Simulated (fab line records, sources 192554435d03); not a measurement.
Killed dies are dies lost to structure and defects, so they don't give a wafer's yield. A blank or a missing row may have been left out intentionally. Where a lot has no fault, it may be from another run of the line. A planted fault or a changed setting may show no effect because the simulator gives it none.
Problem report, 8D (eight disciplines) form, completed by code | flow n5Finfet | the parts of the form that need people (team, actions taken, sign-off) are left out

1. THE PROBLEM
trenchDepthNm at N5_STI_FIN_REVEAL_FIN_H_MEAS_10 reads a mean of 47.6 nm on 4 wafers of 2 lots; wafers without a fault read 52.2 nm with a standard deviation of 0.64. That is -7.2 standard deviations from the usual mean.
First seen on wafer L814.3, day 6 12:43, on ocd-02. At this step, 12 wafers from 4 lots have a number in the record. By rule, "out" or "out of limits" means more than 4 standard deviations away from the usual mean. The other wafers with a number count as sound.

2. WHAT IT IS AND WHAT IT IS NOT
question                    | is                             | is not
which readings at this step | trenchDepthNm                  | -
which lots                  | L814, L815                     | L801, L817
which wafers of those lots  | L814.3, L814.4, L815.3, L815.4 | L814.1, L815.5
read on which gauges        | ocd-02                         | ocd-01
when                        | from day 6 12:43               | up to then (4 sound wafers); but 4 sound wafers of L815, L817 came after

3. SUSPECTS, AND WHAT RULES EACH OUT
Counting: a tool at a process step up to the reading stays a suspect if it ran every lot that is out. Sound lots after the first of them don't rule it out here, since some wafers of a struck lot are sound.
- the gauge at N5_STI_FIN_REVEAL_FIN_H_MEAS_10: ruled out. All the wafers that are out were read on ocd-02, but those of them that N5_BEOL_M4_RC_MEAS_101 has rows for are out there too, on other tools.
- vaporEtch-02 at N5_STI_FIN_REVEAL_RECESS_09 (chemistry HF/NH3, target SiO2, afs cycles 11, target depth 42.5 nm, sublimation time 60 s): kept. Every lot that is out went through it, the first being L814 (day 6 10:01); the last sound lot it ran before that was L801 (day 3 05:10).
After counting, what remains is vaporEtch-02 at N5_STI_FIN_REVEAL_RECESS_09.

4. THE CAUSE (what the simulator had put in)
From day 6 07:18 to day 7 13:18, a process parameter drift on vaporEtch-02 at N5_STI_FIN_REVEAL_RECESS_09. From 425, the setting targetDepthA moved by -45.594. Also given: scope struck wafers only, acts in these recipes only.
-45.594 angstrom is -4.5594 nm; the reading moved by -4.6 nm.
Only this tool survived the counting.

5. SEQUENCE OF EFFECTS, ordered by route
Each row: a reading where the mean over the struck wafers with a number is more than 3 standard deviations away from the usual. Only readings whose record carries a usual standard deviation are examined. hours: median over the lots of the time between each lot's start at the first step of this table that gives one and its start at this step. sigmas: the change, counted in usual standard deviations.
hours | step                            | reading          | usual       | on struck wafers | change | sigmas
0     | N5_STI_FIN_REVEAL_FIN_H_MEAS_10 | trenchDepthNm    | 52.2 nm     | 47.6             | -4.6   | -7.2
130   | N5_BEOL_M4_RC_MEAS_101          | DIBL_N           | 35.9 mV/V   | 43.6             | +7.7   | +4.8
130   | N5_BEOL_M4_RC_MEAS_101          | IOFF_N           | 0.149 nA/um | 0.435            | +0.286 | +9.9
130   | N5_BEOL_M4_RC_MEAS_101          | IOFF_N_85C       | 2.9 nA/um   | 7.2              | +4.3   | +9.3
130   | N5_BEOL_M4_RC_MEAS_101          | ION_N            | 671 uA/um   | 618              | -53    | -4.8
130   | N5_BEOL_M4_RC_MEAS_101          | ION_P            | 460 uA/um   | 421              | -39    | -5.3
130   | N5_BEOL_M4_RC_MEAS_101          | SS_N             | 71.4 mV/dec | 80.4             | +9.0   | +14
130   | N5_BEOL_M4_RC_MEAS_101          | SS_P             | 73.2 mV/dec | 76.2             | +3.0   | +4.6
232   | N5_PASSIVATION_PROBE_49         | sort_bin_8_speed | 0.00 %      | 42.77            | +42.77 | +99 or more
232   | N5_PASSIVATION_PROBE_49         | sortNPass        | 1073        | 109              | -964   | -54
232   | N5_PASSIVATION_PROBE_49         | sortYieldPct     | 90.9 %      | 9.2              | -81.7  | -54
It contains these process steps:
- N5_PASSIVATION_PROBE_49

6. WHAT WOULD HAVE CAUGHT IT SOONER
5 hours passed between the start of the fault at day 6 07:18 and the first reading out of limits at a measuring or inspecting step in this record, taken at day 6 12:43.
An alarm limit of 4 standard deviations would not have fired on the tool readings at N5_STI_FIN_REVEAL_RECESS_09 for which the record gives a usual standard deviation, since none of them was out on any struck wafer.
L815, from the lots that are out (2), started N5_STI_FIN_REVEAL_RECESS_09 on vaporEtch-02 later than day 6 12:43. A hold on the tool at that time would have spared it.
